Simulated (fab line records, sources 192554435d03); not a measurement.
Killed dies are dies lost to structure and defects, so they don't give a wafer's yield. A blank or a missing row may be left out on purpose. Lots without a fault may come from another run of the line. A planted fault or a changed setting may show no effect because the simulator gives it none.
A sampling plan put to the test | flow n5_finfet | one fab line, 21 faults that these records tell of, each judged on the records of the lots that it struck; 1 more is left out, because the records don't allow judging it
The plan is the line's own looks: the steps of the route at which a gauge or an inspection reads the wafer and doesn't change it. A look can be judged if struck wafers have a number there and the file gives its usual mean and standard deviation on fault-free wafers. Caught: at a look after the fault's first step, the mean of the struck wafers lies 4 or more of those standard deviations (sigma) from the usual mean. On the tool: the same test on the tool's own readings at the fault's steps. Another recipe on the struck wafers, or a record that is blank for them alone, also counts as caught.

THE FAULTS, as the simulator had put them in
1. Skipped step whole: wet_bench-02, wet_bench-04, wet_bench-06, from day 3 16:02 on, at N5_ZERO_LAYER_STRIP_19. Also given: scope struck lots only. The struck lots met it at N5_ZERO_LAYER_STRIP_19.
2. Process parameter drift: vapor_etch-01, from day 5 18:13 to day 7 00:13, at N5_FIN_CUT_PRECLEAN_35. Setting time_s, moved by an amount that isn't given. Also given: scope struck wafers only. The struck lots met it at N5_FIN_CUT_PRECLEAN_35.
3. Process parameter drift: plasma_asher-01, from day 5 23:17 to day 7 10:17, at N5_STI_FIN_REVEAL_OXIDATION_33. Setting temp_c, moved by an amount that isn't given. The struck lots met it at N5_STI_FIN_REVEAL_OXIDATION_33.
4. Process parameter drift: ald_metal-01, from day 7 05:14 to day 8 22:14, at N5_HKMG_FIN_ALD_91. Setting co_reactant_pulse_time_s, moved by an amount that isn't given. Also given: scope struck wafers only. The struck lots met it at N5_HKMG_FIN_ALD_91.
5. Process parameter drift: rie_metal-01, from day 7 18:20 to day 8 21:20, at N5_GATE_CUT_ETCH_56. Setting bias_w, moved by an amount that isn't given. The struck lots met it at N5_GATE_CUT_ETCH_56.
6. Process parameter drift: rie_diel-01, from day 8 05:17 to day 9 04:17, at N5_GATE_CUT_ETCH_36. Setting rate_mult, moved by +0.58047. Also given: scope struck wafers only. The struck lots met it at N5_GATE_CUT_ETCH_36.
7. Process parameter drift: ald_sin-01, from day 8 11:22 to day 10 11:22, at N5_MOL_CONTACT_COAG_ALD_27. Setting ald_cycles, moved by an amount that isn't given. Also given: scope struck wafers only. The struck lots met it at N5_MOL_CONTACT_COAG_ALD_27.
8. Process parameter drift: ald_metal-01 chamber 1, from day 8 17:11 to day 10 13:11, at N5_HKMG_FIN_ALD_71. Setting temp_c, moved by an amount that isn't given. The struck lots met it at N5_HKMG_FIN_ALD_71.
9. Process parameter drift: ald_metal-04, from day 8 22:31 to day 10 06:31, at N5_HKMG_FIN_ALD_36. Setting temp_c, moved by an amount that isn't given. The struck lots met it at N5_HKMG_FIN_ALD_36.
10. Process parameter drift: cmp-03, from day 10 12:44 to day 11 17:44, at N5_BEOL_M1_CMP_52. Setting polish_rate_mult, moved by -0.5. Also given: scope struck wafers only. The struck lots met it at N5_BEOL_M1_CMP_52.
11. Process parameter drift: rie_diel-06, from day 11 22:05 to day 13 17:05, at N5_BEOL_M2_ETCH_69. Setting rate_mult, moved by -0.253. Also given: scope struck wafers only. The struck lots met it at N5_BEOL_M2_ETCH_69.
12. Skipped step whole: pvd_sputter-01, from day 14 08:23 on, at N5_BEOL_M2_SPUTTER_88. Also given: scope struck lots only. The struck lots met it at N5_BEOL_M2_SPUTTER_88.
13. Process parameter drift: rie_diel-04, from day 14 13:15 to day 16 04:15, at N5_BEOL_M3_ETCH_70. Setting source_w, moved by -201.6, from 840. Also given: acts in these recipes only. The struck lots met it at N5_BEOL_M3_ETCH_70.
14. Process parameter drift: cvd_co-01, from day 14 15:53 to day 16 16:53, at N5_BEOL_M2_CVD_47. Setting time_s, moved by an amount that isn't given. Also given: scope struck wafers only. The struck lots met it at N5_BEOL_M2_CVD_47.
15. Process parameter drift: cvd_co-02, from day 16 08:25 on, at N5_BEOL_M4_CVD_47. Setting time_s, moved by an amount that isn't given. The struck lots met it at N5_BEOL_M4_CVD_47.
16. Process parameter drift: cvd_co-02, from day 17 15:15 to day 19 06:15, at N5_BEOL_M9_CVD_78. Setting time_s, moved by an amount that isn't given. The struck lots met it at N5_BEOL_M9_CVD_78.
17. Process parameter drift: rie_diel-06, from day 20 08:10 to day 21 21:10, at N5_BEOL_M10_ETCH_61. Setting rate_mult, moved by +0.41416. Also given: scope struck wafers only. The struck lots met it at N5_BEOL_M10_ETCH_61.
18. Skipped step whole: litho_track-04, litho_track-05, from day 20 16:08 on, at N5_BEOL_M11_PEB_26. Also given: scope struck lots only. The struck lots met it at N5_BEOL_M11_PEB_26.
19. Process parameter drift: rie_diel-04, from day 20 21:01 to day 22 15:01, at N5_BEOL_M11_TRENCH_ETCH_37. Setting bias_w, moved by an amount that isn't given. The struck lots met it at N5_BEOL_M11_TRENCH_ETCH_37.
20. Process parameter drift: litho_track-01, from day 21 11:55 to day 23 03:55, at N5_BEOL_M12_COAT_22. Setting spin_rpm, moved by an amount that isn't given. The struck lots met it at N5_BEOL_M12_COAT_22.
21. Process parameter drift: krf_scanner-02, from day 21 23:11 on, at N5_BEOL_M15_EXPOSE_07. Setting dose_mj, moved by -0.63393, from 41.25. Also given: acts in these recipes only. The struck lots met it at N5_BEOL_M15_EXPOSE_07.

WHAT THE PLAN SAW
fault | on the tool itself                               | first look that catches it                      | reading, sigma | median hours from its first step to that look | hours from the fault's start to the first struck lot there | judged looks passed uncaught
1     | the tool's record is blank for the struck wafers | none of the 2 looks that can be judged after it | -              | -                                             | -                                                          | 2
2     | under 2 sigma                                    | not the one look that can be judged after it    | -              | -                                             | -                                                          | 1
3     | temp_c -59 sigma                                 | not the one look that can be judged after it    | -              | -                                             | -                                                          | 1
4     | under 2 sigma                                    | not the one look that can be judged after it    | -              | -                                             | -                                                          | 1
5     | bias_w -61 sigma                                 | not the one look that can be judged after it    | -              | -                                             | -                                                          | 1
6     | etch_rf_on_time_s -19 sigma                      | not the one look that can be judged after it    | -              | -                                             | -                                                          | 1
7     | run_length_s -99 or beyond sigma                 | none of the 2 looks that can be judged after it | -              | -                                             | -                                                          | 2
8     | susceptor_temp_C -71 sigma                       | not the one look that can be judged after it    | -              | -                                             | -                                                          | 1
9     | susceptor_temp_C +57 sigma                       | not the one look that can be judged after it    | -              | -                                             | -                                                          | 1
10    | overpolish_run_s -99 or beyond sigma             | N5_BEOL_M1_THK_MEAS_53                          | M1_THK +67     | 0.3                                           | 2                                                          | 0
11    | etch_rf_on_time_s +11 sigma                      | not the one look that can be judged after it    | -              | -                                             | -                                                          | 1
12    | the tool's record is blank for the struck wafers | not the one look that can be judged after it    | -              | -                                             | -                                                          | 1
13    | rf_fwd_power_W -70 sigma                         | not the one look that can be judged after it    | -              | -                                             | -                                                          | 1
14    | run_length_s -99 or beyond sigma                 | not the one look that can be judged after it    | -              | -                                             | -                                                          | 1
15    | run_length_s +99 or beyond sigma                 | not the one look that can be judged after it    | -              | -                                             | -                                                          | 1
16    | run_length_s -71 sigma                           | no look after it can be judged                  | -              | -                                             | -                                                          | 0
17    | etch_rf_on_time_s -9.6 sigma                     | no look after it can be judged                  | -              | -                                             | -                                                          | 0
18    | the tool's record is blank for the struck wafers | no look after it can be judged                  | -              | -                                             | -                                                          | 0
19    | bias_w -27 sigma                                 | no look after it can be judged                  | -              | -                                             | -                                                          | 0
20    | spin_speed_rpm -96 sigma                         | no look after it can be judged                  | -              | -                                             | -                                                          | 0
21    | exposure_dose_mJ_cm2 -11 sigma                   | not the one look that can be judged after it    | -              | -                                             | -                                                          | 1
A dash: the fault isn't caught, or these records don't give the number.

Caught at a look: 1 of 21. Caught on the tool: 19 of 21. By one or the other: 19 of 21.
Caught on the tool alone: faults 1, 3, 5, 6, 7, 8, 9, 11, 12, 13, 14, 15, 16, 17, 18, 19, 20, 21.
Caught by neither: faults 2, 4.

THINNER SAMPLING
If the look that catches a fault measured only every second or every third lot, by lot number, the first struck lot would be measured this late in the worst case:
fault | struck lots at that look, in order of time | every lot | every second lot | every third lot
10    | L826, L829, L827                           | 2 h       | 13 h             | may miss all 3
Hours are from the fault's start to the first struck lot that is measured. The limit of 4 sigma was tested on all struck wafers together, so one lot alone may lie under it. Other struck lots may not be in these records.

THE LONGEST TIMED WAY FROM STEP TO LOOK
Fault 10: a median of 0.3 hours passes between N5_BEOL_M1_CMP_52 and N5_BEOL_M1_THK_MEAS_53. No look between them can be judged.
